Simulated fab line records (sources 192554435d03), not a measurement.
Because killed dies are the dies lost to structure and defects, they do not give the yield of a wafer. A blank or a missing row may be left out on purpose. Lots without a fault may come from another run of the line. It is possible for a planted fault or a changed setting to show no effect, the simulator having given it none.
Matching of chambers | flow n5Finfet | 4 sister chambers for N5_BEOL_M0_SAQP_ETCH_84 on rieDiel-01
The step etches SOC in N2/H2, target depth 100 nm, overetch 20 nm, time 150 s. 18 wafers are shown with their chamber, then 9 later ones without.

== WAFERS PAIRED WITH THEIR CHAMBERS ==
wafer  | chamber | drypumpMotorCurrentA (A) | throttleValvePct (%) | showerheadPlenumPTorr (Torr)
L075.1 | 3       | 6.3                      | 17.97                | 2.52
L075.2 | 1       | 5.6                      | 18.26                | 2.53
L075.3 | 2       | 5.4                      | 17.82                | 2.58
L075.4 | 0       | 5.9                      | 18.18                | 2.53
L075.5 | 2       | 5.4                      | 17.80                | 2.58
L075.6 | 3       | 6.3                      | 17.99                | 2.52
L081.3 | 2       | 5.4                      | 17.83                | 2.57
L081.5 | 2       | 5.4                      | 17.82                | 2.57
L081.6 | 1       | 5.6                      | 18.29                | 2.52
L083.1 | 0       | 5.9                      | 18.19                | 2.52
L083.4 | 1       | 5.5                      | 18.30                | 2.52
L083.6 | 1       | 5.5                      | 18.29                | 2.52
L085.2 | 1       | 5.5                      | 18.30                | 2.52
L085.4 | 3       | 6.3                      | 18.00                | 2.52
L085.5 | 1       | 5.6                      | 18.29                | 2.52
L086.1 | 1       | 5.6                      | 18.33                | 2.52
L086.2 | 0       | 5.9                      | 18.21                | 2.52
L086.3 | 2       | 5.4                      | 17.85                | 2.57

SIGNATURES (averages over the wafers above)
reading               | chamber 0 | chamber 1 | chamber 2 | chamber 3 | scatter within a chamber
drypumpMotorCurrentA  | 5.900     | 5.557     | 5.400     | 6.300     | 0.035
throttleValvePct      | 18.1933   | 18.2943   | 17.8240   | 17.9867   | 0.0186
showerheadPlenumPTorr | 2.5233    | 2.5214    | 2.5740    | 2.5200    | 0.00441
Rule: a wafer's distance from a chamber is the root of the sum, over the readings, of the square of ((its reading less the chamber's mean) divided by the reading's scatter). The wafer belongs to the nearest chamber; if the next one is less than 2 further off, it can't be placed. The scatter: the root of (the sum of the squares of (reading less its chamber's mean) over the shown wafers, divided by (wafers less chambers)).

== WAFERS WITHOUT THEIR CHAMBER ==
wafer  | drypumpMotorCurrentA (A) | throttleValvePct (%) | showerheadPlenumPTorr (Torr)
L094.2 | 5.4                      | 17.88                | 2.56
L094.5 | 5.6                      | 18.33                | 2.51
L094.6 | 5.9                      | 18.24                | 2.51
L095.1 | 5.4                      | 17.89                | 2.56
L095.2 | 5.9                      | 18.24                | 2.51
L095.3 | 6.3                      | 18.03                | 2.51
L096.1 | 5.6                      | 18.33                | 2.51
L096.2 | 5.5                      | 17.89                | 2.56
L096.6 | 5.9                      | 18.26                | 2.51

== WHICH CHAMBER EACH WENT THROUGH ==
wafer  | from the rows above | in truth
L094.2 | 2                   | 2
L094.5 | 1                   | 1
L094.6 | 0                   | 0
L095.1 | 2                   | 2
L095.2 | 0                   | 0
L095.3 | 3                   | 3
L096.1 | 1                   | 1
L096.2 | 2                   | 2
L096.6 | 0                   | 0
9 of 9 placed correctly. Can't be placed from these rows: 0. Wrongly placed: 0.
